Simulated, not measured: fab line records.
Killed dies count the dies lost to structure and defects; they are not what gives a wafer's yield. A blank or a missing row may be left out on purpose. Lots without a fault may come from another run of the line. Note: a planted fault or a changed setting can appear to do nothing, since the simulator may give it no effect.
Matching of chambers || flow nandHarc || rieDiel-06 running NHARC_A_CHANNEL_FILL_D1_ETCHBACK_20: 4 sister chambers
The step etches the open film in C4F8/O2/Ar, target depth 27 nm, time 13.5 s. 22 wafers are shown with their chamber, then 11 later ones without.

== EACH WAFER AND ITS CHAMBER ==
{"wafer": "L074.1", "chamber": 3, "rfVppV (V)": 984, "oesProductAu (a.u.)": 0.91, "biasW (W)": 1497}
{"wafer": "L074.4", "chamber": 0, "rfVppV (V)": 988, "oesProductAu (a.u.)": 0.93, "biasW (W)": 1494}
{"wafer": "L074.6", "chamber": 3, "rfVppV (V)": 984, "oesProductAu (a.u.)": 0.91, "biasW (W)": 1504}
{"wafer": "L075.4", "chamber": 0, "rfVppV (V)": 986, "oesProductAu (a.u.)": 0.93, "biasW (W)": 1497}
{"wafer": "L075.5", "chamber": 1, "rfVppV (V)": 974, "oesProductAu (a.u.)": 0.92, "biasW (W)": 1502}
{"wafer": "L075.6", "chamber": 3, "rfVppV (V)": 985, "oesProductAu (a.u.)": 0.93, "biasW (W)": 1502}
{"wafer": "L076.1", "chamber": 3, "rfVppV (V)": 984, "oesProductAu (a.u.)": 1.01, "biasW (W)": 1502}
{"wafer": "L076.3", "chamber": 1, "rfVppV (V)": 975, "oesProductAu (a.u.)": 1.00, "biasW (W)": 1500}
{"wafer": "L076.6", "chamber": 1, "rfVppV (V)": 974, "oesProductAu (a.u.)": 1.00, "biasW (W)": 1492}
{"wafer": "L079.2", "chamber": 1, "rfVppV (V)": 973, "oesProductAu (a.u.)": 0.92, "biasW (W)": 1501}
{"wafer": "L079.4", "chamber": 2, "rfVppV (V)": 979, "oesProductAu (a.u.)": 0.93, "biasW (W)": 1504}
{"wafer": "L079.6", "chamber": 2, "rfVppV (V)": 978, "oesProductAu (a.u.)": 0.93, "biasW (W)": 1501}
{"wafer": "L082.2", "chamber": 0, "rfVppV (V)": 987, "oesProductAu (a.u.)": 1.00, "biasW (W)": 1501}
{"wafer": "L082.4", "chamber": 2, "rfVppV (V)": 980, "oesProductAu (a.u.)": 1.01, "biasW (W)": 1498}
{"wafer": "L082.6", "chamber": 1, "rfVppV (V)": 973, "oesProductAu (a.u.)": 1.00, "biasW (W)": 1496}
{"wafer": "L085.1", "chamber": 0, "rfVppV (V)": 988, "oesProductAu (a.u.)": 1.00, "biasW (W)": 1494}
{"wafer": "L085.5", "chamber": 2, "rfVppV (V)": 979, "oesProductAu (a.u.)": 1.01, "biasW (W)": 1499}
{"wafer": "L085.6", "chamber": 1, "rfVppV (V)": 974, "oesProductAu (a.u.)": 1.00, "biasW (W)": 1499}
{"wafer": "L086.1", "chamber": 1, "rfVppV (V)": 974, "oesProductAu (a.u.)": 1.00, "biasW (W)": 1498}
{"wafer": "L086.2", "chamber": 0, "rfVppV (V)": 988, "oesProductAu (a.u.)": 1.00, "biasW (W)": 1505}
{"wafer": "L086.4", "chamber": 2, "rfVppV (V)": 979, "oesProductAu (a.u.)": 1.01, "biasW (W)": 1499}
{"wafer": "L089.2", "chamber": 2, "rfVppV (V)": 979, "oesProductAu (a.u.)": 0.99, "biasW (W)": 1495}

SIGNATURES (means of the wafers above)
{"reading": "rfVppV", "chamber 0": 987.40, "chamber 1": 973.86, "chamber 2": 979.00, "chamber 3": 984.25, "scatter within a chamber": 0.699}
{"reading": "oesProductAu", "chamber 0": 0.9720, "chamber 1": 0.9771, "chamber 2": 0.9800, "chamber 3": 0.9400, "scatter within a chamber": 0.0406}
{"reading": "biasW", "chamber 0": 1498.20, "chamber 1": 1498.29, "chamber 2": 1499.33, "chamber 3": 1501.25, "scatter within a chamber": 3.59}
Rule: distance of a wafer from a chamber = root of the sum over the readings of ((wafer's reading minus chamber's mean) / reading's scatter) squared. If the next closest chamber is less than 2 further off than the closest, the wafer can't be placed; otherwise it belongs to the closest. How the scatter is found: for the shown wafers, subtract from each reading the mean of its chamber, square and add these, divide the total by (wafers less chambers), then take the root.

== WAFERS MISSING THEIR CHAMBER ==
{"wafer": "L089.4", "rfVppV (V)": 988, "oesProductAu (a.u.)": 1.00, "biasW (W)": 1502}
{"wafer": "L089.5", "rfVppV (V)": 987, "oesProductAu (a.u.)": 1.00, "biasW (W)": 1499}
{"wafer": "L092.1", "rfVppV (V)": 984, "oesProductAu (a.u.)": 1.00, "biasW (W)": 1500}
{"wafer": "L092.4", "rfVppV (V)": 978, "oesProductAu (a.u.)": 1.01, "biasW (W)": 1492}
{"wafer": "L092.6", "rfVppV (V)": 979, "oesProductAu (a.u.)": 1.00, "biasW (W)": 1493}
{"wafer": "L091.1", "rfVppV (V)": 983, "oesProductAu (a.u.)": 1.01, "biasW (W)": 1503}
{"wafer": "L091.3", "rfVppV (V)": 974, "oesProductAu (a.u.)": 0.99, "biasW (W)": 1498}
{"wafer": "L091.6", "rfVppV (V)": 980, "oesProductAu (a.u.)": 1.01, "biasW (W)": 1494}
{"wafer": "L096.1", "rfVppV (V)": 986, "oesProductAu (a.u.)": 0.93, "biasW (W)": 1496}
{"wafer": "L096.2", "rfVppV (V)": 987, "oesProductAu (a.u.)": 0.93, "biasW (W)": 1495}
{"wafer": "L096.4", "rfVppV (V)": 972, "oesProductAu (a.u.)": 0.91, "biasW (W)": 1501}

== CHAMBER TAKEN BY EACH ==
{"wafer": "L089.4", "from the rows above": 0, "in truth": 0}
{"wafer": "L089.5", "from the rows above": 0, "in truth": 0}
{"wafer": "L092.1", "from the rows above": 3, "in truth": 3}
{"wafer": "L092.4", "from the rows above": 2, "in truth": 2}
{"wafer": "L092.6", "from the rows above": 2, "in truth": 2}
{"wafer": "L091.1", "from the rows above": 3, "in truth": 3}
{"wafer": "L091.3", "from the rows above": 1, "in truth": 1}
{"wafer": "L091.6", "from the rows above": 2, "in truth": 2}
{"wafer": "L096.1", "from the rows above": "can't be placed: 0 or 3", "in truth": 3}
{"wafer": "L096.2", "from the rows above": 0, "in truth": 0}
{"wafer": "L096.4", "from the rows above": 1, "in truth": 1}
10 of 11 placed correctly. These rows do not allow placing 1 (true chamber among the candidates in 1). Wrongly placed: 0.
